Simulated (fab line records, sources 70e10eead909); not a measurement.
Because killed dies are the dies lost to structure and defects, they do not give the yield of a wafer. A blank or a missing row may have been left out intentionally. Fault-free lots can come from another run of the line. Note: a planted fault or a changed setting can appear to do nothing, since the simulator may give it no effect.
fab line records	flow nand_harc
[record] lots = 24	wafers = 72	last_day = 33
route steps=1302 shown A_STAIRCASE@784 A_SGD_CUT@890
lots that met no fault: from a run of the same line without faults
start_h: hours from the record's opening day to when the first of the lot's shown wafers began	wait_h: how many hours have passed since the lot's step before this one	" same as the row above	L1.1+2: a single row standing in for several wafers	- no value present, or no start provided	* or withheld: withheld	< > ~ a bound
route shown NAME@n: NAME is a module with steps in the file, n the number in the route of the first one	usual: mean and standard deviation over wafers with no fault	same: alike in all rows	chamber/n: place in a boat	sites: the reading at each site	_std_site: standard deviation across them	_edge_site: outer sites' mean less inner sites'	radius_mm: for every site, how far away it sits from the centre of the wafer	mask NAME#n: copy n	behind: the last tool/chamber to shape the wafer	hold: cause of the lot's hold/its duration in hours/its outcome	device: whichever transistor did not switch (one of n, p or np)	end of line: the same wafers' tests at the end of the route	a step with no rows: only its recipe	killed: count of dies lost to structure and defects at first sort (not the wafer's yield)	map: a wafer's dies, x killed, . not, _ none there
set.NAME: the setting that was run; set.NAME@STEP: the one run at that earlier step	model.NAME: the simulator's own value behind a step, which no gauge read
steps of the route over a sample of lots; a table a step, a row a wafer
services: a tool's chamber out of use, with start hour (start_h, from the record's first day; less than 0 if before it), hours out, and reason
[[steps]]
[step NHARC_A_STAIRCASE_DESCUM_270]
[recipe] time_s = 3	o2_flow_sccm = 200	ar_flow_sccm = 0	bias_power_w = 0	chemistry = O2
[usual] drypump_motor_current_A = 5.8/0.61	oes_product_au = 1.004/0.0064	rf_vpp_V = 57.7/0.87	showerhead_plenum_p_Torr = 1.88/0.099	throttle_valve_pct = 11.312/0.0094
lot.wafer	tool	chamber	start_h	wait_h	drypump_motor_current_A	oes_product_au	rf_hours_counter_h	rf_vpp_V	showerhead_plenum_p_Torr	throttle_valve_pct
L074.2	rie_diel-06	1	376.66	-	5.9	1.008	16	59.4	2.07	11.306
L074.4	"	3	"	"	6.7	1.008	21	57.2	1.86	11.299
L074.6	"	1	"	"	5.9	1.018	-	59.1	2.07	11.305
L076.2	rie_diel-07	0	382.80	-	6.4	1.012	26	57.9	1.79	11.298
L076.3	"	1	"	"	5.4	1.000	27	58.4	1.97	11.323
L076.1	"	2	"	"	6.2	1.000	27	57.0	1.78	11.319
L075.1	rie_diel-07	2	384.54	-	6.2	1.007	28	58.1	1.78	11.318
L075.6	"	0	"	"	6.4	1.001	-	57.4	1.79	11.323
L075.5	"	1	"	"	5.4	0.997	-	57.2	1.97	11.320
L077.3	rie_diel-06	0	400.91	-	4.8	1.000	25	58.9	1.81	11.298
L077.4	"	1	"	"	5.9	1.003	21	59.4	2.07	11.309
L077.2	"	2	"	"	6.3	1.004	21	57.6	1.97	11.329
L078.2	rie_diel-06	2	420.47	-	6.3	1.019	29	56.6	1.97	11.318
L078.1	"	3	"	"	6.7	1.011	33	58.2	1.86	11.309
L078.6	"	2	"	"	6.3	1.000	-	57.9	1.97	11.310
L079.2	rie_diel-04	3	422.48	-	5.4	0.995	0	58.5	1.87	11.303
L079.1	"	0	"	"	5.4	1.015	17	57.4	1.78	11.316
L079.6	"	2	"	"	6.1	1.003	-	57.3	1.81	11.315
L080.4	rie_diel-04	3	423.03	-	5.4	1.007	1	57.1	1.87	11.317
L080.2	"	0	"	"	5.4	1.000	17	57.7	1.78	11.317
L080.1	"	1	"	"	4.9	1.010	18	57.6	1.84	11.310
L081.1	rie_diel-06	3	440.60	-	6.7	1.003	38	57.8	1.86	11.325
L081.6	"	1	"	"	5.9	1.015	-	58.2	2.07	11.294
L081.5	"	2	"	"	6.3	1.006	-	57.9	1.97	11.312
L082.4	rie_diel-07	2	453.10	-	6.2	0.995	52	56.9	1.77	11.321
L082.1	"	3	"	"	5.8	1.000	44	56.8	1.82	11.316
L082.5	"	1	"	"	5.4	1.005	-	58.5	1.96	11.303
L085.4	rie_diel-04	2	473.56	-	6.0	1.010	35	56.3	1.81	11.314
L085.1	"	0	"	"	5.4	1.010	32	58.6	1.77	11.315
L085.6	"	1	"	"	4.9	1.011	-	57.2	1.83	11.303
L084.2	rie_diel-06	2	474.07	-	6.4	1.009	45	58.7	1.96	11.316
L084.1	"	3	"	"	6.7	1.016	49	57.8	1.86	11.309
L084.6	"	1	"	"	5.9	1.008	-	58.3	2.06	11.313
L083.3	rie_diel-06	0	479.17	-	4.8	1.003	48	56.8	1.81	11.329
L083.2	"	1	"	"	6.0	1.003	46	58.7	2.06	11.308
L083.4	"	3	"	"	6.7	1.007	50	56.8	1.86	11.313
L086.4	rie_diel-07	1	483.33	-	5.4	1.003	2	57.9	1.96	11.309
L086.2	"	0	"	"	6.4	0.996	2	56.2	1.78	11.337
L086.6	"	1	"	"	5.4	1.000	-	56.7	1.96	11.318
L087.1	rie_diel-04	1	507.40	-	4.9	1.007	48	57.5	1.83	11.320
L087.3	"	3	"	"	5.4	1.007	18	57.4	1.87	11.307
L087.2	"	0	"	"	5.4	1.008	45	57.1	1.77	11.322
L089.4	rie_diel-04	0	513.49	-	5.4	1.002	46	57.7	1.77	11.315
L089.3	"	1	"	"	4.9	1.005	50	58.6	1.83	11.310
L089.6	"	0	"	"	5.4	1.004	-	57.9	1.77	11.294
L088.4	rie_diel-07	3	520.46	-	5.9	1.005	15	57.1	1.81	11.321
L088.6	"	3	"	"	5.9	0.997	-	57.6	1.81	11.312
L088.5	"	0	"	"	6.5	1.002	-	57.7	1.77	11.313
L090.2	rie_diel-06	2	534.81	-	6.3	1.009	16	58.1	1.96	11.311
L090.3	"	0	"	"	4.8	1.000	18	58.6	1.80	11.290
L090.6	"	3	"	"	6.7	1.006	-	57.7	1.85	11.295
L091.4	rie_diel-07	3	544.04	-	5.8	1.003	26	58.5	1.81	11.311
L091.1	"	2	"	"	6.2	1.010	29	58.5	2.07	11.334
L091.5	"	3	"	"	5.9	0.997	-	58.0	1.81	11.308
L092.2	rie_diel-06	0	545.19	-	4.8	1.006	21	57.2	1.80	11.309
L092.4	"	1	"	"	6.0	0.997	20	59.3	2.05	11.327
L092.3	"	2	"	"	6.3	1.005	19	60.0	1.95	11.302
L093.2	rie_diel-06	0	561.51	-	4.8	1.015	25	58.1	1.80	11.314
L093.4	"	1	"	"	5.9	1.010	25	59.3	2.05	11.305
L093.6	"	3	"	"	6.7	1.008	-	57.0	1.85	11.321
L094.1	rie_diel-04	3	566.82	-	5.5	0.990	5	58.6	1.86	11.303
L094.6	"	3	"	"	5.4	0.986	-	57.6	1.86	11.314
L094.5	"	0	"	"	5.4	0.988	-	57.8	2.07	11.297
L095.1	rie_diel-04	3	575.53	-	5.4	1.005	8	57.2	1.86	11.324
L095.4	"	0	"	"	5.5	0.997	8	59.1	2.07	11.298
L095.6	"	2	"	"	6.0	1.004	-	56.5	1.80	11.295
L096.1	rie_diel-04	2	590.71	-	6.0	0.997	14	56.0	1.80	11.317
L096.5	"	1	"	"	4.9	0.990	-	57.7	1.82	11.332
L096.6	"	2	"	"	6.0	0.986	-	56.5	1.80	11.308
L097.2	rie_diel-04	1	598.52	-	4.8	1.000	18	58.3	1.82	11.309
L097.4	"	2	"	"	6.0	1.003	17	56.9	1.80	11.330
L097.6	"	1	"	"	4.8	1.006	-	56.2	1.82	11.332
[step NHARC_A_STAIRCASE_STRIP_295]
[recipe] o2_flow_sccm = 500	ar_flow_sccm = 0	bias_w = 0	chemistry = O2
[usual] drypump_motor_current_A = 5.8/0.58	oes_product_au = 1.002/0.0071	rf_vpp_V = 57.6/0.9	showerhead_plenum_p_Torr = 3.47/0.17	throttle_valve_pct = 17.036/0.0087
lot.wafer	tool	chamber	start_h	wait_h	drypump_motor_current_A	oes_product_au	rf_hours_counter_h	rf_vpp_V	showerhead_plenum_p_Torr	throttle_valve_pct
L074.2	rie_diel-06	2	-	-	6.3	0.997	18	57.8	3.63	17.044
L074.4	"	1	"	"	5.9	1.007	19	57.1	3.80	17.042
L074.6	"	2	"	"	6.3	0.996	-	57.1	3.63	17.053
L076.3	rie_diel-06	0	-	-	4.8	0.999	24	57.1	3.36	17.032
L076.2	"	1	"	"	6.0	1.010	20	59.2	3.80	17.048
L076.1	"	3	"	"	6.7	1.007	24	57.2	3.44	17.033
L075.1	rie_diel-07	2	-	-	6.3	0.996	31	57.9	3.30	17.034
L075.5	"	3	"	"	5.8	1.000	-	57.9	3.37	17.056
L075.6	"	0	"	"	6.5	1.004	-	57.4	3.31	17.043
L077.4	rie_diel-06	3	-	-	6.7	1.017	31	56.7	3.44	17.029
L077.2	"	0	"	"	4.8	1.007	30	57.3	3.36	17.058
L077.3	"	1	"	"	5.9	1.006	26	58.8	3.79	17.048
L078.1	rie_diel-07	2	-	-	6.2	1.009	43	56.8	3.29	17.028
L078.2	"	3	"	"	5.9	1.008	42	57.6	3.36	17.037
L078.6	"	2	"	"	6.2	1.000	-	59.7	3.29	17.040
L079.1	rie_diel-07	3	-	-	5.8	1.007	42	57.1	3.36	17.035
L079.2	"	0	"	"	6.5	1.010	41	57.5	3.30	17.034
L079.6	"	3	"	"	5.9	1.005	-	58.5	3.36	17.037
L080.1	rie_diel-04	1	-	-	4.9	1.008	22	55.9	3.40	17.030
L080.2	"	3	"	"	5.5	1.002	5	55.3	3.46	17.051
L080.4	"	0	"	"	5.4	0.996	21	56.7	3.30	17.037
L081.1	rie_diel-04	0	-	-	5.4	0.994	25	56.2	3.29	17.038
L081.5	"	1	"	"	4.9	1.008	-	57.9	3.40	17.042
L081.6	"	2	"	"	6.0	1.013	-	57.8	3.35	17.042
L082.1	rie_diel-07	2	-	-	6.2	0.995	56	56.7	3.28	17.035
L082.4	"	3	"	"	5.8	0.982	47	57.2	3.36	17.037
L082.5	"	1	"	"	5.4	0.987	-	58.4	3.61	17.038
L085.1	rie_diel-04	1	-	-	4.9	1.006	42	59.1	3.39	17.035
L085.4	"	1	"	"	4.9	0.994	-	57.4	3.39	17.040
L085.6	"	2	"	"	6.0	1.002	-	58.1	3.34	17.036
L084.1	rie_diel-07	1	-	-	5.4	1.011	3	57.2	3.61	17.029
L084.2	"	3	"	"	5.9	0.989	6	57.2	3.36	17.032
L084.6	"	1	"	"	5.4	1.001	-	58.1	3.61	17.037
L083.3	rie_diel-04	2	-	-	6.1	0.995	43	57.0	3.34	17.030
L083.2	"	0	"	"	5.4	0.999	40	56.4	3.28	17.042
L083.4	"	1	"	"	4.9	0.991	-	58.3	3.39	17.039
L086.2	rie_diel-04	1	-	-	4.9	1.000	45	57.5	3.39	17.037
L086.4	"	1	"	"	4.9	0.994	-	56.5	3.39	17.042
L086.6	"	2	"	"	6.1	1.004	-	56.8	3.34	17.036
L087.1	rie_diel-06	1	-	-	5.9	1.008	8	59.0	3.78	17.032
L087.3	"	2	"	"	6.3	1.008	8	59.1	3.61	17.056
L087.2	"	0	"	"	4.8	1.015	9	59.1	3.34	17.037
L089.4	rie_diel-07	1	-	-	5.4	1.001	13	57.1	3.60	17.049
L089.3	"	0	"	"	6.5	1.001	13	57.6	3.29	17.035
L089.6	"	2	"	"	6.2	0.994	-	57.9	3.80	17.036
L088.6	rie_diel-04	3	-	-	5.4	1.002	-	58.9	3.45	16.995
L088.5	"	0	"	"	5.4	1.005	-	56.9	3.28	17.032
L088.4	"	1	"	"	4.9	1.007	-	55.8	3.38	17.043
L090.3	rie_diel-07	0	-	-	6.5	1.011	21	56.4	3.28	17.025
L090.2	"	3	"	"	5.9	0.999	25	56.4	3.35	17.028
L090.6	"	1	"	"	5.4	1.005	-	57.3	3.60	17.045
L091.1	rie_diel-07	0	-	-	6.4	1.010	25	56.9	3.28	17.039
L091.4	"	1	"	"	5.4	1.014	28	58.8	3.59	17.011
L091.5	"	3	"	"	5.8	0.999	-	58.3	3.34	17.043
L092.2	rie_diel-04	3	-	-	5.4	1.002	1	58.7	3.44	17.020
L092.3	"	1	"	"	4.9	1.004	1	57.1	3.38	17.036
L092.4	"	2	"	"	6.0	1.001	1	57.1	3.34	17.035
L093.4	rie_diel-06	2	-	-	6.3	1.007	27	57.3	3.59	17.055
L093.2	"	0	"	"	4.8	1.002	28	57.4	3.33	17.038
L093.6	"	1	"	"	5.9	0.990	-	59.0	3.76	17.040
L094.1	rie_diel-06	2	-	-	6.3	1.020	27	57.6	3.59	17.044
L094.5	"	3	"	"	6.7	1.015	-	58.6	3.42	17.034
L094.6	"	0	"	"	4.8	1.005	-	58.2	3.33	17.032
L095.1	rie_diel-04	0	-	-	5.4	0.998	12	59.2	3.80	17.030
L095.4	"	1	"	"	4.9	0.994	13	59.4	3.37	17.029
L095.6	"	3	"	"	5.4	0.992	-	56.8	3.44	17.037
L096.1	rie_diel-07	0	-	-	6.5	0.999	37	58.2	3.27	17.042
L096.6	"	0	"	"	6.5	1.005	-	56.9	3.27	17.021
L096.5	"	1	"	"	5.4	1.006	-	59.1	3.59	17.043
L097.4	rie_diel-06	2	-	-	6.3	1.005	38	57.8	3.59	17.029
L097.2	"	3	"	"	6.7	1.010	26	58.1	3.41	17.045
L097.6	"	1	"	"	5.9	0.993	-	57.4	3.76	17.041
[step NHARC_A_STAIRCASE_ETCHBACK_416]
[recipe] target_depth_a = 360	time_s = 7.2	c4f8_flow_sccm = withheld	o2_flow_sccm = 8	ar_flow_sccm = withheld	rf_w = 600	bias_w = 800	chemistry = C4F8/O2/Ar
[usual] oes_product_au = 0.938/0.026	rf_vpp_V = 722/5.2
lot.wafer	tool	chamber	start_h	wait_h	oes_product_au	rf_hours_counter_h	rf_vpp_V
L074.4	rie_diel-06	1	396.51	1.6	0.925	21	731
L074.2	"	2	"	"	0.917	20	726
L074.6	"	0	"	"	0.925	-	719
L076.3	rie_diel-04	0	-	-	0.946	7	716
L076.2	"	1	"	"	0.934	8	720
L076.1	"	2	"	"	0.942	8	719
L075.1	rie_diel-07	3	-	-	0.919	31	716
L075.5	"	3	"	"	0.929	-	719
L075.6	"	0	"	"	0.937	-	716
L077.2	rie_diel-04	2	-	-	0.927	17	719
L077.3	"	1	"	"	0.920	17	720
L077.4	"	0	"	"	0.918	-	717
L078.1	rie_diel-04	1	-	-	0.997	23	720
L078.2	"	3	"	"	1.010	5	721
L078.6	"	2	"	"	1.003	-	718
L079.2	rie_diel-07	0	-	-	0.910	44	715
L079.1	"	1	"	"	0.915	45	723
L079.6	"	2	"	"	0.920	-	716
L080.4	rie_diel-06	2	-	-	0.931	35	726
L080.2	"	3	"	"	0.943	39	721
L080.1	"	1	"	"	0.933	34	732
L081.1	rie_diel-04	1	-	-	0.933	29	719
L081.5	"	2	"	"	0.929	-	717
L081.6	"	3	"	"	0.940	-	722
L082.4	rie_diel-06	3	-	-	0.936	49	721
L082.1	"	2	"	"	0.926	45	726
L082.5	"	3	"	"	0.929	-	719
L084.1	rie_diel-06	1	-	-	0.999	0	730
L084.2	"	3	"	"	1.006	0	719
L084.6	"	1	"	"	1.000	-	731
L085.1	rie_diel-07	1	494.33	2.5	0.927	5	724
L085.4	"	0	"	"	0.931	6	716
L085.6	"	2	"	"	0.922	-	732
L083.2	rie_diel-04	1	498.70	1.6	0.932	46	717
L083.3	"	2	"	"	0.934	46	717
L083.4	"	0	"	"	0.936	-	717
L086.2	rie_diel-06	0	-	-	1.014	1	720
L086.4	"	3	"	"	1.013	1	721
L086.6	"	1	"	"	1.020	-	729
L087.1	rie_diel-07	2	-	-	0.919	18	733
L087.3	"	3	"	"	0.928	17	718
L087.2	"	0	"	"	0.937	14	716
L089.3	rie_diel-06	0	-	-	0.926	15	717
L089.4	"	1	"	"	0.928	-	729
L089.6	"	2	"	"	0.933	-	724
L088.4	rie_diel-07	2	-	-	0.937	27	731
L088.6	"	0	"	"	0.927	-	716
L088.5	"	1	"	"	0.936	-	725
L090.3	rie_diel-06	1	-	-	0.918	23	730
L090.2	"	3	"	"	0.931	9	720
L090.6	"	1	"	"	0.927	-	731
L091.1	rie_diel-06	3	-	-	0.932	12	720
L091.4	"	0	"	"	0.937	25	717
L091.5	"	3	"	"	0.939	-	720
L092.2	rie_diel-04	1	-	-	0.915	6	720
L092.4	"	2	"	"	0.926	6	719
L092.3	"	3	"	"	0.914	5	721
L093.4	rie_diel-06	0	-	-	0.939	31	717
L093.2	"	1	"	"	0.924	30	730
L093.6	"	3	"	"	0.930	-	721
L094.1	rie_diel-04	1	-	-	0.914	13	721
L094.5	"	0	"	"	0.922	-	731
L094.6	"	1	"	"	0.921	-	718
L095.4	rie_diel-06	1	-	-	0.927	33	730
L095.1	"	3	"	"	0.934	20	719
L095.6	"	2	"	"	0.925	-	726
L096.1	rie_diel-06	2	-	-	0.934	38	725
L096.5	"	2	"	"	0.936	-	724
L096.6	"	3	"	"	0.928	-	720
L097.2	rie_diel-07	1	-	-	0.931	51	725
L097.4	"	2	"	"	0.926	58	730
L097.6	"	2	"	"	0.926	-	730
[step NHARC_A_STAIRCASE_ALD_420]
[recipe] target_thk_a = 200	pulse_time_s = 6	ald_cycles = 200	temp_c = 300	material = SiO2
[usual] heater_power_w = 460/46	precursor_pulse_height_rel = 0.997/0.018
lot.wafer	tool	chamber	start_h	wait_h	heater_power_w	precursor_pulse_height_rel
L074.2	ald_hk-02	1	399.55	-	371	0.974
L074.4	"	2	"	"	442	1.003
L074.6	"	0	"	"	447	1.007
L075.1	ald_hk-02	2	405.82	-	450	1.008
L075.6	"	2	"	"	458	1.000
L075.5	"	3	"	"	450	0.982
L076.3	ald_hk-01	3	408.10	-	516	1.017
L076.2	"	0	"	"	413	1.006
L076.1	"	2	"	"	469	0.989
L077.4	ald_hk-02	1	421.71	-	371	0.987
L077.3	"	2	"	"	458	0.958
L077.2	"	0	"	"	440	1.010
L078.1	ald_hk-01	3	441.97	-	515	0.993
L078.2	"	0	"	"	407	0.975
L078.6	"	2	"	"	472	0.984
L079.1	ald_hk-01	3	442.92	-	510	0.975
L079.2	"	0	"	"	405	1.010
L079.6	"	2	"	"	473	1.013
L080.1	ald_hk-01	0	447.97	-	410	1.051
L080.4	"	1	"	"	528	0.989
L080.2	"	3	"	"	519	0.994
L081.1	ald_hk-04	0	458.94	-	422	1.010
L081.6	"	1	"	"	462	0.999
L081.5	"	2	"	"	437	0.995
L082.4	ald_hk-01	1	476.57	-	541	0.999
L082.1	"	2	"	"	471	0.989
L082.5	"	2	"	"	475	0.994
L084.2	ald_hk-02	1	497.30	-	375	0.976
L084.1	"	3	"	"	438	0.984
L084.6	"	0	"	"	462	0.977
L085.4	ald_hk-04	3	497.46	-	469	0.986
L085.1	"	0	"	"	424	0.993
L085.6	"	2	"	"	442	1.016
L086.2	ald_hk-01	3	501.61	-	518	0.987
L086.4	"	2	"	"	463	0.997
L086.6	"	3	"	"	514	0.988
L083.3	ald_hk-04	1	501.77	-	464	1.015
L083.4	"	2	"	"	450	1.013
L083.2	"	3	"	"	452	1.009
L087.3	ald_hk-01	3	530.30	-	514	1.005
L087.1	"	1	"	"	513	0.989
L087.2	"	2	"	"	458	1.015
L089.3	ald_hk-01	1	532.93	-	513	1.010
L089.4	"	3	"	"	508	0.956
L089.6	"	1	"	"	512	0.994
L088.4	ald_hk-02	2	544.91	-	454	0.999
L088.5	"	1	"	"	372	1.027
L088.6	"	2	"	"	465	0.995
L090.2	ald_hk-02	0	557.99	-	443	1.012
L090.3	"	2	"	"	474	0.982
L090.6	"	3	"	"	479	0.998
L091.4	ald_hk-01	0	568.59	-	397	1.012
L091.1	"	1	"	"	525	1.013
L091.5	"	0	"	"	401	0.986
L092.3	ald_hk-01	0	569.55	-	400	1.008
L092.4	"	1	"	"	518	0.995
L092.2	"	2	"	"	471	1.003
L094.1	ald_hk-04	2	586.75	-	452	0.999
L094.5	"	2	"	"	454	1.011
L094.6	"	3	"	"	453	0.972
L093.4	ald_hk-01	2	586.75	-	475	0.958
L093.2	"	1	"	"	529	0.991
L093.6	"	2	"	"	458	1.000
L095.1	ald_hk-01	3	595.94	-	506	0.979
L095.4	"	0	"	"	399	1.002
L095.6	"	2	"	"	472	0.957
L096.1	ald_hk-04	3	610.96	-	458	1.007
L096.6	"	3	"	"	456	1.021
L096.5	"	0	"	"	434	1.015
L097.2	ald_hk-01	2	620.80	-	459	1.002
L097.4	"	0	"	"	392	0.965
L097.6	"	2	"	"	485	1.023
[step NHARC_A_STAIRCASE_CMP_152]
[usual] motor_current_A = 11.9/0.83
lot.wafer	tool	chamber	start_h	wait_h	motor_current_A
L074.2	cmp-04	0	445.50	0.1	11.7
L074.4	"	1	"	"	11.7
L074.6	"	0	"	"	11.4
L075.1	cmp-03	3	446.33	0.1	12.7
L075.5	"	2	"	"	10.6
L075.6	"	3	"	"	12.6
L076.3	cmp-04	2	449.89	0.1	12.3
L076.1	"	3	"	"	11.7
L076.2	"	0	"	"	11.7
L077.3	cmp-03	3	460.81	0.1	13.0
L077.2	"	1	"	"	10.6
L077.4	"	2	"	"	10.4
L078.1	cmp-04	3	485.73	0.1	11.8
L078.2	"	0	"	"	11.6
L078.6	"	0	"	"	10.9
L080.2	cmp-03	2	486.16	0.1	10.8
L080.4	"	3	"	"	13.4
L080.1	"	1	"	"	11.2
L079.2	cmp-04	0	486.65	0.1	11.3
L079.1	"	1	"	"	11.9
L079.6	"	0	"	"	11.5
L081.1	cmp-01	2	517.06	0.1	12.3
L081.5	"	1	"	"	11.1
L081.6	"	2	"	"	12.0
L082.4	cmp-01	0	527.20	0.1	11.9
L082.1	"	2	"	"	12.1
L082.5	"	1	"	"	11.6
L086.2	cmp-04	2	535.12	0.1	12.4
L086.4	"	3	"	"	11.8
L086.6	"	1	"	"	12.2
L085.1	cmp-01	3	536.07	0.1	12.1
L085.4	"	2	"	"	11.9
L085.6	"	0	"	"	12.2
L084.2	cmp-01	1	537.94	0.1	10.9
L084.1	"	2	"	"	11.6
L084.6	"	0	"	"	12.8
L083.2	cmp-03	1	539.91	0.1	10.9
L083.4	"	2	"	"	10.8
L083.3	"	3	"	"	13.4
L087.1	cmp-03	3	569.20	0.1	13.1
L087.2	"	0	"	"	12.8
L087.3	"	1	"	"	10.9
L089.3	cmp-03	3	569.47	0.1	13.8
L089.4	"	0	"	"	13.6
L089.6	"	0	"	"	13.0
L088.4	cmp-03	2	587.67	0.1	11.1
L088.5	"	3	"	"	13.0
L088.6	"	0	"	"	13.1
L090.2	cmp-01	0	602.02	0.1	11.9
L090.3	"	1	"	"	11.1
L090.6	"	1	"	"	11.1
L092.3	cmp-04	0	614.10	0.1	11.5
L092.4	"	1	"	"	11.7
L092.2	"	2	"	"	12.2
L091.1	cmp-03	1	614.32	0.1	11.1
L091.4	"	2	"	"	10.2
L091.5	"	0	"	"	13.4
L093.4	cmp-03	2	624.21	0.1	10.4
L093.2	"	0	"	"	14.3
L093.6	"	3	"	"	12.8
L094.1	cmp-01	2	624.45	0.1	12.1
L094.6	"	0	"	"	12.2
L094.5	"	1	"	"	11.7
L095.4	cmp-04	0	634.74	0.1	11.5
L095.1	"	1	"	"	12.1
L095.6	"	0	"	"	11.3
L096.1	cmp-01	3	654.79	0.1	12.5
L096.6	"	3	"	"	11.8
L096.5	"	0	"	"	12.4
L097.2	cmp-04	3	663.53	0.1	11.4
L097.4	"	1	"	"	11.9
L097.6	"	0	"	"	11.5
[step NHARC_A_SGD_CUT_DEP_00]
[recipe] target_thk_a = 500	temp_c = 400	target_thk_nm = 50	flow_sccm = 200	rf_w = 450	material = SiNx
[usual] heater_power_w = 742/80
lot.wafer	tool	chamber	start_h	wait_h	heater_power_w
L074.2	pecvd-02	0	447.43	0.1	680
L074.4	"	1	"	"	744
L074.6	"	2	"	"	697
L075.1	pecvd-01	2	448.48	0.1	820
L075.5	"	2	"	"	841
L075.6	"	0	"	"	853
L076.2	pecvd-02	1	451.80	0.1	781
L076.3	"	2	"	"	722
L076.1	"	0	"	"	630
L077.2	pecvd-02	2	462.59	0.1	726
L077.3	"	0	"	"	592
L077.4	"	2	"	"	742
L078.1	pecvd-04	0	487.63	0.1	880
L078.2	"	1	"	"	737
L078.6	"	0	"	"	907
L080.1	pecvd-04	1	488.00	0.1	712
L080.2	"	2	"	"	714
L080.4	"	0	"	"	840
L079.2	pecvd-01	1	488.51	0.1	711
L079.1	"	2	"	"	858
L079.6	"	1	"	"	725
L081.1	pecvd-04	1	518.85	0.1	743
L081.5	"	1	"	"	749
L081.6	"	2	"	"	713
L082.1	pecvd-02	1	529.50	0.1	821
L082.4	"	2	"	"	755
L082.5	"	1	"	"	670
L086.2	pecvd-01	2	536.88	0.1	725
L086.6	"	2	"	"	739
L086.4	"	0	"	"	832
L085.1	pecvd-01	2	538.06	0.1	798
L085.4	"	1	"	"	805
L085.6	"	2	"	"	780
L084.1	pecvd-02	0	539.74	0.1	670
L084.2	"	2	"	"	630
L084.6	"	2	"	"	653
L083.2	pecvd-01	0	541.73	0.1	851
L083.3	"	1	"	"	801
L083.4	"	2	"	"	677
L087.1	pecvd-04	2	571.00	0.1	687
L087.2	"	0	"	"	801
L087.3	"	1	"	"	761
L089.3	pecvd-02	2	571.33	0.1	754
L089.4	"	2	"	"	720
L089.6	"	0	"	"	572
L088.5	pecvd-01	0	589.51	0.2	886
L088.4	"	1	"	"	739
L088.6	"	2	"	"	684
L090.2	pecvd-02	2	603.81	0.1	725
L090.3	"	0	"	"	601
L090.6	"	2	"	"	768
L092.2	pecvd-02	1	615.94	0.1	767
L092.3	"	2	"	"	677
L092.4	"	0	"	"	519
L091.1	pecvd-01	1	616.88	0.1	699
L091.5	"	1	"	"	727
L091.4	"	2	"	"	744
L093.2	pecvd-01	2	626.00	0.1	785
L093.6	"	2	"	"	780
L093.4	"	1	"	"	792
L094.1	pecvd-02	2	626.20	0.1	792
L094.5	"	0	"	"	571
L094.6	"	1	"	"	678
L095.1	pecvd-01	2	636.55	0.1	803
L095.4	"	2	"	"	817
L095.6	"	0	"	"	734
L096.1	pecvd-01	0	657.65	0.1	732
L096.6	"	2	"	"	778
L096.5	"	0	"	"	739
L097.2	pecvd-04	0	665.37	0.1	893
L097.4	"	1	"	"	685
L097.6	"	0	"	"	950
[[services]]
tool	chamber	start_h	hours	kind
rie_diel-04	-	363.75	2.0	repair
rie_diel-04	0	365.95	16.7	repair
rie_diel-04	-	367.82	9.0	pm
pecvd-01	-	376.15	1.6	repair
rie_diel-04	3	379.42	41.8	repair
rie_diel-07	3	432.66	18.4	repair
rie_diel-04	3	441.69	2.4	repair
rie_diel-06	-	460.05	0.5	repair
pecvd-01	0	470.44	20.6	repair
rie_diel-07	-	471.23	9.0	pm
rie_diel-04	3	479.76	23.6	repair
rie_diel-06	-	484.22	9.0	pm
pecvd-01	-	492.33	13.0	pm
rie_diel-04	2	502.68	5.3	repair
rie_diel-06	3	510.42	22.2	repair
rie_diel-04	2	528.93	13.7	repair
rie_diel-04	-	544.82	9.0	pm
pecvd-01	1	548.59	6.8	repair
rie_diel-07	3	569.64	11.1	repair
rie_diel-06	0	639.70	3.0	repair
pecvd-01	2	640.48	4.6	repair
rie_diel-07	-	648.24	9.0	pm
ald_hk-01	-	657.16	10.0	pm
rie_diel-06	-	661.22	9.0	pm
[[key]]
fault none
